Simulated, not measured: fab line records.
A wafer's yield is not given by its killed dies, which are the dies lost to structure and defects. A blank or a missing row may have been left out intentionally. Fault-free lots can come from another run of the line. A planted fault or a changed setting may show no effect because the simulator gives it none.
Chamber matching -- flow n5Finfet -- pecvd-04 running N5_BEOL_M15_DEP_53: 3 sister chambers
The step deposits SiCN from 3MS/NH3, target thk 50 nm, time 17.8 s. 6 wafers are shown with their chamber, then 9 later ones without.

== WAFERS PAIRED WITH THEIR CHAMBERS ==
wafer,chamber,showerheadPlenumPTorr (Torr),throttleValvePct (%)
L083.3,2,4.174,17.7
L083.5,0,4.183,18.4
L083.6,1,4.123,17.2
L089.1,2,4.169,17.9
L089.3,1,4.123,17.3
L089.5,0,4.189,18.5

== WAFERS WITH NO CHAMBER GIVEN ==
wafer,showerheadPlenumPTorr (Torr),throttleValvePct (%)
L088.1,4.165,17.9
L088.2,4.185,18.3
L088.3,4.114,17.3
L092.2,4.126,17.2
L092.4,4.180,18.0
L092.6,4.200,18.3
L093.2,4.130,17.0
L093.3,4.177,18.2
L093.6,4.126,17.3

== WHICH CHAMBER EACH ONE RAN IN ==
wafer,from the rows above,in truth
L088.1,2,2
L088.2,0,0
L088.3,1,1
L092.2,1,1
L092.4,can't be placed: 2 or 0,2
L092.6,0,0
L093.2,1,1
L093.3,can't be placed: 0 or 2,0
L093.6,1,1
Correct placement for 7 of the 9. These rows do not allow placing 2 (true chamber among the candidates in 2). Placed wrongly: 0.
How it was worked out, from the rows above alone: a wafer's distance from a chamber is the root of the sum, over the readings, of the square of ((its reading less the chamber's mean) divided by the reading's scatter). If the next closest chamber is less than 2 further off than the closest, the wafer can't be placed; otherwise it belongs to the closest. For every chamber, the mean is computed from those of its wafers that are shown. The scatter is the square root of a quotient: the sum, over the shown wafers, of each reading's squared deviation from its chamber's mean, divided by wafers minus chambers.
